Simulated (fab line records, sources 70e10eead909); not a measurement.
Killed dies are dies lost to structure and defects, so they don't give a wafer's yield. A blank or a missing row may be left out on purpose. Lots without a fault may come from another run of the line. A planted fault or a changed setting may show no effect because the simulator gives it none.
A struck lot beside a sound one | flow nand_harc | 21 steps out of a route of 1159
Sound: wafers L574.1, L574.4, L574.6. Struck: wafers L583.1, L583.3, L583.6. The cause comes at the end.
At each step with rows: each side's tool, then ch and its chambers, then its first start. Under that, the readings that differ: sound wafers | struck wafers | difference of the means | sigmas: that difference in standard deviations of wafers without a fault.
alike: readings whose means differ by less than 2 such deviations, and words and numbers that are the same on both sides. not compared: withheld readings, readings that some wafer has no value for, bounds like >300 that may hide the same value, and numbers for which the record gives no deviation and whose values overlap.
The two part at a step that has a row with sigmas, a row that says differs or no value, or rows on one side only. Numbers that don't overlap but have no deviation are shown without sigmas and don't part them. A reading that every wafer of one side lacks parts them only if that side has two wafers or more.

NHARC_A_CHANNEL_HOLE_D1_CD_MEAS_18:
  sound on cd_sem-01, day 10 13:31; struck on cd_sem-02, day 12 14:42
  alike: cd_nm
then, 1 step without rows for these wafers: NHARC_A_CHANNEL_HOLE_D1_ETCH_19 (etches the open film in C4F8/O2/Ar, time 34.5 s).
NHARC_A_CHANNEL_HOLE_D1_ETCH_20: etches the open film in C4F8/O2/Ar, time 361.9 s, target depth 1600 nm.
  sound on har_etch-02 ch 0,1, day 10 13:43; struck on har_etch-01 ch 0,1, day 12 14:56
  reading                     | sound       | struck      | difference | sigmas
  drypump_motor_current_A (A) | 6.0 6.2 6.0 | 5.4 5.2 5.2 | -0.8       | -2
  alike: c4f8_flow_sccm, showerhead_plenum_p_Torr, throttle_valve_pct
  not compared: rf_hours_counter_h
then, 1 step without rows for these wafers: NHARC_A_CHANNEL_HOLE_D1_ETCH_21 (etches the open film in C4F8/O2/Ar, time 514.3 s, target depth 1600 nm).
NHARC_A_CHANNEL_HOLE_D1_ETCH_22: etches the open film in C4F8/O2/Ar, time 666.7 s, target depth 1600 nm.
  sound on har_etch-02 ch 0,1, day 10 14:28; struck on har_etch-01 ch 0,1, day 12 15:44
  reading                     | sound       | struck      | difference | sigmas
  drypump_motor_current_A (A) | 6.0 6.2 6.0 | 5.4 5.2 5.2 | -0.8       | -2
  alike: c4f8_flow_sccm, showerhead_plenum_p_Torr, throttle_valve_pct
  not compared: rf_hours_counter_h
NHARC_A_CHANNEL_HOLE_D1_ETCH_23: etches the open film in C4F8/O2/Ar, time 819 s, target depth 1600 nm.
  sound on har_etch-02 ch 0,1, day 10 15:02; struck on har_etch-01 ch 0,1, day 12 16:19
  reading                     | sound       | struck      | difference | sigmas
  drypump_motor_current_A (A) | 6.0 6.2 6.0 | 5.4 5.1 5.2 | -0.8       | -2
  alike: c4f8_flow_sccm, showerhead_plenum_p_Torr, throttle_valve_pct
  not compared: rf_hours_counter_h
then, 2 steps without rows for these wafers: NHARC_A_CHANNEL_HOLE_D1_ETCH_24 (etches the open film in C4F8/O2/Ar, time 906.2 s, target depth 1500 nm); NHARC_A_CHANNEL_HOLE_D1_ETCH_25 (etches the open film in C4F8/O2/Ar, time 1040.2 s, target depth 1500 nm).
NHARC_A_CHANNEL_HOLE_D1_ETCH_26: etches the open film in C4F8/O2/Ar, time 224.1 s, target depth 300 nm.
  sound on har_etch-02 ch 0,1, day 10 17:22; struck on har_etch-01 ch 0,1, day 12 18:35
  reading                     | sound       | struck      | difference | sigmas
  drypump_motor_current_A (A) | 6.0 6.2 6.0 | 5.4 5.2 5.2 | -0.8       | -2
  alike: c4f8_flow_sccm, showerhead_plenum_p_Torr, throttle_valve_pct
  not compared: rf_hours_counter_h
then, 3 steps without rows for these wafers: NHARC_A_CHANNEL_HOLE_D1_ETCH_33 (etches the open film in C4F8/O2/Ar, time 90 s, target depth 400 nm); NHARC_A_CHANNEL_HOLE_D1_STRIP_41 (strips in N2/H2); NHARC_A_CHANNEL_HOLE_D1_STRIP_42 (strips in CF4/CHF3).
NHARC_A_CHANNEL_HOLE_D1_STRIP_43: strips in O2/COS.
  sound on rie_diel-10 ch 1,2, day 10 18:44; struck on rie_diel-05 ch 0,1, day 12 19:52
then, 1 step without rows for these wafers: NHARC_A_CHANNEL_HOLE_D1_ETCH_44 (etches the open film in CF4/O2, target depth 140 nm, overetch 14 nm, time 77 s).
NHARC_A_CHANNEL_HOLE_D1_STRIP_27: strips in O2.
  sound on rie_diel-10 ch 1,2, day 10 18:57; struck on rie_diel-05 ch 0,2,3
  alike: drypump_motor_current_A, oes_product_au, rf_vpp_V, showerhead_plenum_p_Torr, throttle_valve_pct
  not compared: rf_hours_counter_h
then, 2 steps without rows for these wafers: NHARC_A_CHANNEL_HOLE_D1_PRECLEAN_28 (cleans in SC1); NHARC_A_CHANNEL_HOLE_D1_SRD_29.
NHARC_A_CHANNEL_HOLE_D1_CD_MEAS_30:
  sound on cd_sem-03, day 10 19:58; struck on cd_sem-03, day 12 20:45
  alike: cd_nm
then, 1 step without rows for these wafers: NHARC_A_CHANNEL_HOLE_D1_XSEM_31.
NHARC_A_CHANNEL_HOLE_D1_INSPECT_40:
  sound on defect_inspect-02, day 10 20:10; struck on defect_inspect-01, day 12 20:56
  alike: raw_defect_count
-- the record jumps here: 11 days lie between the struck wafers' starts before and after (it left off in module A_CHANNEL_HOLE_D1 and takes up again in module END, whose first step shown is number 1159 of the route) --
NHARC_END_SORT_01:
  sound on prober-01 ch 0, day 21 12:55; struck on prober-02 ch 0, day 24 02:07
  reading         | sound    | struck                                                               | difference                   | sigmas
  hold            | - - -    | await_dispo/3.8h/scrap await_dispo/3.8h/scrap await_dispo/3.8h/scrap | no value on the sound wafers |
  killed_at_array | 31 27 24 | 675 675 671                                                          | +646                         | +75
  killed_dies     | 32 28 25 | 677 677 677                                                          | +649                         | +75
  alike: killed_at_other, killed_at_periphery, killed_open, killed_short

WHERE THEY PART
First at NHARC_A_CHANNEL_HOLE_D1_ETCH_20; last, within this record, at NHARC_END_SORT_01.

WHY: what the simulator had put in
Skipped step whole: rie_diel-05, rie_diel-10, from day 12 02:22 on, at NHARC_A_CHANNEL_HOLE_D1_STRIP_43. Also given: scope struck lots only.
